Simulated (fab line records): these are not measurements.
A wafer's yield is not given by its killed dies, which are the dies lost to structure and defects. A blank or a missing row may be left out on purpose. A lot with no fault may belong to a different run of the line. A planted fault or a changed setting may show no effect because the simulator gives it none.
Which tool is to blame? + flow n5_finfet + 11 lots with 33 wafers sampled at 3 steps, on a route of 1938 steps

## WHAT THE GAUGES READ, wafer by wafer
N5_PASSIVATION_CD_MEAS_10: target cd 3000 nm. Usual: cd_nm reads 3000.3 nm (standard deviation 1.7).
| lot  | measured     | on        | cd_nm (nm)           | flag |
|------|--------------|-----------|----------------------|------|
| L337 | day 10 21:16 | cd_sem-02 | 3002.6 3002.5 3003.0 |      |
| L340 | day 11 21:03 | cd_sem-02 | 3000.3 3001.0 3001.1 |      |
| L338 | day 12 13:13 | cd_sem-02 | 2998.9 2999.7 3000.7 |      |
| L339 | day 13 03:19 | cd_sem-02 | 3000.8 3000.9 2999.7 |      |
| L342 | day 13 15:00 | cd_sem-03 | 2999.2 2998.6 2997.5 |      |
| L347 | day 14 18:29 | cd_sem-01 | 2999.6 3000.1 3000.5 |      |
| L348 | day 14 22:27 | cd_sem-03 | 3000.6 3001.6 3001.7 |      |
| L350 | day 15 17:07 | cd_sem-02 | 2999.9 2998.1 2996.7 |      |
| L354 | day 16 17:10 | cd_sem-03 | 2999.8 3000.2 3000.2 |      |
| L357 | day 17 06:14 | cd_sem-02 | 3001.3 3002.0 3002.6 |      |
| L359 | day 17 19:36 | cd_sem-03 | 2998.3 2997.1 2996.6 |      |

## EACH LOT AND THE TOOL THAT RAN IT (in order: tool; ch and the chambers of the sampled wafers; start)
| lot  | N5_BEOL_M7_ALD_77                   | N5_PASSIVATION_PECVD_01         |
|------|-------------------------------------|---------------------------------|
| L337 | ald_metal-03 ch 0,2, day 8 10:50    | pecvd-04 ch 0,2, day 10 20:46   |
| L340 | ald_metal-02 ch 2,3, day 9 07:26    | pecvd-02 ch 1,2, day 11 20:34   |
| L338 | ald_metal-03 ch 0,3, day 9 19:55    | pecvd-01 ch 1,2, day 12 12:46   |
| L339 | ald_metal-03 ch 0,2,3, day 10 06:17 | pecvd-02 ch 1,2, day 13 00:55   |
| L342 | ald_metal-04 ch 0,1,2, day 10 16:34 | pecvd-04 ch 1,2, day 13 14:28   |
| L347 | ald_metal-03 ch 0,1,2, day 11 20:26 | pecvd-02 ch 0,1,2, day 14 17:55 |
| L348 | ald_metal-03 ch 2,3, day 11 22:12   | pecvd-04 ch 0,1,2, day 14 22:05 |
| L350 | ald_metal-04 ch 0,1,2, day 12 18:03 | pecvd-04 ch 0,1, day 15 16:36   |
| L354 | ald_metal-02 ch 0,1, day 14 00:32   | pecvd-01 ch 1,2, day 16 13:43   |
| L357 | ald_metal-02 ch 0,1,3, day 14 03:13 | pecvd-01 ch 0,2, day 17 05:46   |
| L359 | ald_metal-03 ch 0,1,2, day 14 16:40 | pecvd-04 ch 0,1, day 17 19:05   |
- N5_BEOL_M7_ALD_77: deposits TaN, target thk 2 nm, pulse time 2 s, purge time 3 s.
- N5_PASSIVATION_PECVD_01: deposits SiNx from SiH4/NH3/N2, target thk 200 nm, time 43.2 s.

## AS READ BY THE TOOLS THEMSELVES (means over the sampled wafers that have a number; for cases with no such wafer, the mark the record gives instead)
N5_BEOL_M7_ALD_77. Usual: heater_power_w 426 W, standard deviation 45; precursor_vessel_temp_c 74.98 C, standard deviation 0.13.
| lot  | tool         | heater_power_w (W) | precursor_vessel_temp_c (C) | flag |
|------|--------------|--------------------|-----------------------------|------|
| L337 | ald_metal-03 | 376                | 74.87                       |      |
| L340 | ald_metal-02 | 385                | 75.03                       |      |
| L338 | ald_metal-03 | 412                | 74.93                       |      |
| L339 | ald_metal-03 | 416                | 75.04                       |      |
| L342 | ald_metal-04 | 436                | 74.96                       |      |
| L347 | ald_metal-03 | 387                | 74.91                       |      |
| L348 | ald_metal-03 | 422                | 74.86                       |      |
| L350 | ald_metal-04 | 435                | 74.94                       |      |
| L354 | ald_metal-02 | 460                | 74.97                       |      |
| L357 | ald_metal-02 | 444                | 75.07                       |      |
| L359 | ald_metal-03 | 381                | 75.08                       |      |

N5_PASSIVATION_PECVD_01. Usual: heater_power_w 311 W, standard deviation 81; showerhead_plenum_p_Torr 8.67 Torr, standard deviation 0.064; throttle_valve_pct 29.2 %, standard deviation 1.4.
| lot  | tool     | heater_power_w (W) | showerhead_plenum_p_Torr (Torr) | throttle_valve_pct (%) | flag |
|------|----------|--------------------|---------------------------------|------------------------|------|
| L337 | pecvd-04 | 353                | 8.65                            | 28.0                   |      |
| L340 | pecvd-02 | 317                | 8.72                            | 28.8                   |      |
| L338 | pecvd-01 | 184                | 8.69                            | 29.1                   |      |
| L339 | pecvd-02 | 395                | 8.71                            | 27.9                   |      |
| L342 | pecvd-04 | 304                | 8.66                            | 28.3                   |      |
| L347 | pecvd-02 | 405                | 8.65                            | 29.1                   |      |
| L348 | pecvd-04 | 350                | 8.65                            | 29.0                   |      |
| L350 | pecvd-04 | 363                | 8.63                            | 30.3                   |      |
| L354 | pecvd-01 | 215                | 8.70                            | 29.3                   |      |
| L357 | pecvd-01 | 195                | 8.71                            | 29.2                   |      |
| L359 | pecvd-04 | 370                | 8.64                            | 29.6                   |      |

## THE ANSWER, worked out from the rows above alone
Rule: take the mean of a lot's wafers that have a number; if it is more than 3 standard deviations from the usual mean, the lot is off. Also off: a lot with no number at a reading for which 4 or more lots have one. The other lots that the step has rows for count as sound. First the gauges in route order, then the tools' own readings, where a lot's mean is used as printed above. The first step at which some lot is off is used, and at that step the reading that is off furthest; a lot without a number counts as furthest.
No lot is off at any reading shown: from this, nothing can be told.

## WHAT THE SIMULATOR HAD INSERTED
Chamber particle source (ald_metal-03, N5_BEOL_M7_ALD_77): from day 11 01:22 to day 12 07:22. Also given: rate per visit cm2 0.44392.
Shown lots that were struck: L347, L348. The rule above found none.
